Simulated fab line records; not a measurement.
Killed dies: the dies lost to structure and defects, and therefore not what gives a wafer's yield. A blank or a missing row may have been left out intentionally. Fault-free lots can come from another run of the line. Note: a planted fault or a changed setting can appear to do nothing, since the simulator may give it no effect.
A lot that was struck, set against a sound lot | flow n5Finfet | 40 out of 1938 route steps
Sound: these wafers, L559.1, L559.2, L559.5. The struck wafers were L568.1, L568.3, L568.4. Last of all comes the cause.
For every step that has rows: the tool of each side, followed by ch and its chambers, followed by its first start. Under that, the readings that differ: sound wafers | struck wafers | difference of the means | sigmas: that difference in standard deviations of wafers without a fault.
alike: same words and numbers on both sides, and readings whose means sit less than 2 such deviations apart. not compared: any withheld reading, any reading some wafer has no value for, any bound like >300 that may hide the same value, and any number with overlapping values for which the record gives no deviation.
The two part at a step that has a row with sigmas, a row that says differs or no value, or rows on one side only. Numbers that don't overlap but have no deviation are shown without sigmas and don't part them. A reading missing from all wafers of one side parts the sides only when that side holds two or more wafers.

first, 12 steps without rows for these wafers: N5_SD_EPI_N_STRIP_36 (strips in N2/H2); N5_SD_EPI_N_ETCHBACK_44 (etches SiNx in CH3F/O2, stops on SiO2, target depth 14.5 nm); N5_SD_EPI_N_ETCH_45 (etches SiOCN in CH3F/O2, target depth 6 nm); N5_SD_EPI_N_ETCH_16 (etches SiO2 in CHF3/O2, target depth 5 nm); N5_SD_EPI_N_STRIP_47 (strips in CHF3/O2); N5_SD_EPI_N_SD_RECESS_17 (chemistry HBr/Cl2/O2, target depth 41 nm, time 23.7 s, bt time 3 s); N5_SD_EPI_N_STRIP_38 (strips in N2/H2); N5_SD_EPI_N_WET_ETCH_43 (etches SiO2 in dHF, time 14 s, target depth 1.5 nm); N5_SD_EPI_N_STRIP_18 (strips in SPM, time 750 s); N5_SD_EPI_N_SRD_20 (time 30 s); N5_SD_EPI_N_PRECLEAN_48 (cleans in NF3:NH3, afs cycles 2, time 20 s, sublimation time 60 s); N5_SD_EPI_N_VAPOR_ETCH_50 (etches Si in HCl, time 54 s).
N5_SD_EPI_N_EPI_21: deposits Si:P, time 690 s.
  sound on epiRpcvd-03 ch 0, day 3 04:08; struck on epiRpcvd-03 ch 0, day 5 08:07
then, 24 steps without rows for these wafers: N5_SD_EPI_N_PRECLEAN_24 (cleans in O3/DIW, time 60 s); N5_SD_EPI_N_SRD_25 (time 30 s); N5_SD_EPI_N_PRECLEAN_49 (cleans in NF3:NH3, afs cycles 1, time 20 s, sublimation time 60 s); N5_SD_EPI_N_LINER_46 (material SiNx, target thk 3 nm); N5_SD_EPI_P_COAT_34 (time 60 s, resist thk 350 nm); N5_SD_EPI_P_COAT_35 (time 60 s, resist thk 35 nm); N5_SD_EPI_P_COAT_03 (resist thk 150 nm); N5_SD_EPI_P_EBR_05; N5_SD_EPI_P_SOFTBAKE_04 (time 60 s); N5_SD_EPI_P_EXPOSE_06 (exposes mask SD P BLK, target cd 240 nm); N5_SD_EPI_P_PEB_07 (peb time 60 s); N5_SD_EPI_P_DEVELOP_08 (develop time 30 s); N5_SD_EPI_P_DESCUM_14 (chemistry O2, time 7.9 s); N5_SD_EPI_P_ETCH_36 (etches SiARC in CF4, target depth 45.5 nm, time 75.8 s); N5_SD_EPI_P_ETCH_37 (etches SOC in N2/H2, overetch 108 nm, time 486 s); N5_SD_EPI_P_STRIP_38 (strips in N2/H2); N5_SD_EPI_P_ETCHBACK_46 (etches SiNx in CH3F/O2, stops on SiO2, target depth 17.5 nm); N5_SD_EPI_P_ETCH_47 (etches SiOCN in CH3F/O2, target depth 25 nm); N5_SD_EPI_P_ETCH_16 (etches SiO2 in CHF3/O2, target depth 5 nm); N5_SD_EPI_P_STRIP_50 (strips in CHF3/O2); N5_SD_EPI_P_SD_RECESS_17 (chemistry HBr/Cl2/O2, target depth 39.1 nm, bt time 3 s); N5_SD_EPI_P_WET_ETCH_45 (etches SiO2 in dHF, time 10.7 s, target depth 2 nm, rinse time 30 s); N5_SD_EPI_P_STRIP_40 (strips in N2/H2); N5_SD_EPI_P_PRECLEAN_52 (cleans in O3/DIW, time 60 s).
N5_SD_ACTIVATION_RS_MEAS_03: uses a four-point probe to measure.
  sound on filmMetro-01 at day 3 12:09; struck on filmMetro-01 at day 5 15:06
reading          | sound             | struck            | difference | sigmas
RS_SD_N (ohm/sq) | 22.43 22.15 22.00 | 23.98 23.71 23.55 | +1.55      | +6
  alike: RS_SD_P
-- here the record skips 6 days between the struck wafers' starts before and after, leaving off in module SD_ACTIVATION and picking up in module BEOL_M4 (first step shown: number 1111 of the route) --
N5_BEOL_M4_RC_MEAS_101:
  sound on prober-02 ch 0, day 7 23:28; struck on prober-01 ch 0, day 11 06:16
reading          | sound             | struck            | difference | sigmas
RC_N (ohm.um)    | 15.88 15.36 15.78 | 16.31 16.50 16.35 | +0.71      | +3
REXT_N (ohm.um)  | 76.8 75.8 76.5    | 79.9 81.0 80.2    | +4.0       | +3
RS_SD_N (ohm/sq) | 29.0 28.5 28.6    | 30.5 30.6 30.6    | +1.9       | +5
  alike: DIBL_N, DIBL_P, IOFF_N, IOFF_P, ION_N, ION_P, RC_DENSE_N, SS_N, SS_P, VT_N, VT_P
-- the record jumps here: 5 days lie between the struck wafers' starts before and after (it left off in module BEOL_M4 and takes up again in module PASSIVATION, whose first step shown is number 1936 of the route) --
N5_PASSIVATION_PROBE_49:
  sound on prober-02 at day 12 07:44; struck on prober-01 at day 15 20:25
reading              | sound    | struck | difference | sigmas
sort_bin_8_speed (%) | 0 0.08 0 | 0 0 0  | +0         | -4
  alike: defectLimitedYield, killed_at_M0_to_M3, killed_at_M4_up, killedAtContacts, killedAtFrontEnd, killedAtOther, killedDies, killedOpen, killedShort, sort_bin_5_function, sort_bin_6_memory, sortNPass, sortYieldPct

== WHERE THEY PART ==
Last at N5_PASSIVATION_PROBE_49 as far as this record goes, first at N5_SD_ACTIVATION_RS_MEAS_03.

WHY: the cause the simulator had injected
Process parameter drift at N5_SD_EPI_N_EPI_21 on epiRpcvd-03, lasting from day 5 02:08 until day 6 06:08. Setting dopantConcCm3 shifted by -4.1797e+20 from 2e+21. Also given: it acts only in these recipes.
